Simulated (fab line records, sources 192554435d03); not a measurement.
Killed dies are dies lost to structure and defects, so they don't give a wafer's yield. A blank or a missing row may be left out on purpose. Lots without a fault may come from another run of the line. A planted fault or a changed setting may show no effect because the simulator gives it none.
Chamber matching | flow n5_finfet | N5_BEOL_M1_STRIP_36 on rie_diel-01: 4 sister chambers
The step strips in N2/H2. 16 wafers are shown with their chamber, then 8 later ones without.

WAFERS WITH THEIR CHAMBER
wafer  | chamber | showerhead_plenum_p_Torr (Torr) | drypump_motor_current_A (A) | throttle_valve_pct (%)
L075.2 | 0       | 2.62                            | 6.1                         | 23.87
L075.5 | 1       | 2.55                            | 6.2                         | 23.34
L075.6 | 0       | 2.62                            | 6.1                         | 23.88
L076.3 | 3       | 2.43                            | 5.9                         | 23.59
L076.4 | 0       | 2.61                            | 6.1                         | 23.86
L076.5 | 3       | 2.43                            | 5.9                         | 23.61
L077.1 | 1       | 2.55                            | 6.2                         | 23.33
L077.2 | 2       | 2.60                            | 5.6                         | 23.50
L077.5 | 2       | 2.60                            | 5.6                         | 23.52
L081.4 | 2       | 2.59                            | 5.6                         | 23.48
L081.5 | 2       | 2.59                            | 5.5                         | 23.51
L081.6 | 3       | 2.42                            | 5.9                         | 23.59
L085.2 | 2       | 2.59                            | 5.6                         | 23.55
L085.3 | 1       | 2.54                            | 6.3                         | 23.38
L085.6 | 1       | 2.54                            | 6.2                         | 23.37
L087.2 | 0       | 2.61                            | 6.1                         | 23.49

SIGNATURES (means of the wafers above)
reading                  | chamber 0 | chamber 1 | chamber 2 | chamber 3 | scatter within a chamber
showerhead_plenum_p_Torr | 2.6150    | 2.5450    | 2.5940    | 2.4267    | 0.00568
drypump_motor_current_A  | 6.100     | 6.225     | 5.580     | 5.900     | 0.0359
throttle_valve_pct       | 23.7750   | 23.3550   | 23.5120   | 23.5967   | 0.0971
Rule: a wafer's distance from a chamber is the root of the sum, over the readings, of the square of ((its reading less the chamber's mean) divided by the reading's scatter). The wafer belongs to the nearest chamber; if the next one is less than 2 further off, it can't be placed. The scatter: the root of (the sum of the squares of (reading less its chamber's mean) over the shown wafers, divided by (wafers less chambers)).

WAFERS WITHOUT THEIR CHAMBER
wafer  | showerhead_plenum_p_Torr (Torr) | drypump_motor_current_A (A) | throttle_valve_pct (%)
L087.4 | 2.59                            | 5.6                         | 23.52
L087.6 | 2.61                            | 6.1                         | 23.51
L093.4 | 2.60                            | 6.1                         | 23.49
L093.5 | 2.60                            | 6.1                         | 23.52
L093.6 | 2.54                            | 6.2                         | 23.37
L095.2 | 2.58                            | 5.5                         | 23.53
L095.5 | 2.41                            | 5.9                         | 23.63
L095.6 | 2.60                            | 6.1                         | 23.50

WHICH CHAMBER EACH WENT THROUGH
wafer  | from the rows above | in truth
L087.4 | 2                   | 2
L087.6 | 0                   | 0
L093.4 | 0                   | 0
L093.5 | 0                   | 0
L093.6 | 1                   | 1
L095.2 | 2                   | 2
L095.5 | 3                   | 3
L095.6 | 0                   | 0
Placed correctly: 8 of 8. Can't be placed from these rows: 0. Placed wrongly: 0.
